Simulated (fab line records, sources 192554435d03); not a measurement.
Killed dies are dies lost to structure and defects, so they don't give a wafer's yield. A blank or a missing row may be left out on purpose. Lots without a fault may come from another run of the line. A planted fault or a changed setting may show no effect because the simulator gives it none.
Chamber matching | flow n5_finfet | N5_BEOL_M0_ETCH_109 on rie_diel-05: 4 sister chambers
The step etches SiCN in CH3F/O2, target depth 8 nm, overetch 2.4 nm, time 27.4 s. 8 wafers are shown with their chamber, then 11 later ones without.

WAFERS WITH THEIR CHAMBER
wafer  | chamber | drypump_motor_current_A (A) | throttle_valve_pct (%)
L074.5 | 0       | 6.2                         | 15.8
L082.5 | 3       | 5.8                         | 16.0
L089.1 | 3       | 5.9                         | 16.1
L089.4 | 2       | 5.4                         | 16.0
L091.1 | 1       | 5.8                         | 16.8
L091.3 | 0       | 6.2                         | 15.9
L091.6 | 2       | 5.4                         | 16.0
L094.1 | 1       | 5.8                         | 16.9

WAFERS WITHOUT THEIR CHAMBER
wafer  | drypump_motor_current_A (A) | throttle_valve_pct (%)
L094.2 | 6.2                         | 15.9
L094.5 | 6.2                         | 15.9
L093.3 | 6.2                         | 15.9
L093.4 | 5.4                         | 16.0
L093.5 | 6.2                         | 15.9
L096.1 | 6.2                         | 15.9
L096.2 | 5.9                         | 16.9
L096.6 | 5.8                         | 16.9
L097.1 | 6.2                         | 16.0
L097.3 | 5.4                         | 16.0
L097.5 | 6.2                         | 15.9

WHICH CHAMBER EACH WENT THROUGH
wafer  | from the rows above | in truth
L094.2 | 0                   | 0
L094.5 | 0                   | 0
L093.3 | 0                   | 0
L093.4 | 2                   | 2
L093.5 | 0                   | 0
L096.1 | 0                   | 0
L096.2 | 1                   | 1
L096.6 | 1                   | 1
L097.1 | 0                   | 0
L097.3 | 2                   | 2
L097.5 | 0                   | 0
Placed correctly: 11 of 11. Can't be placed from these rows: 0. Placed wrongly: 0.
How it was worked out, from the rows above alone: a wafer's distance from a chamber is the root of the sum, over the readings, of the square of ((its reading less the chamber's mean) divided by the reading's scatter). The wafer belongs to the nearest chamber; if the next one is less than 2 further off, it can't be placed. A chamber's mean is the mean of its shown wafers. The scatter: the root of (the sum of the squares of (reading less its chamber's mean) over the shown wafers, divided by (wafers less chambers)).
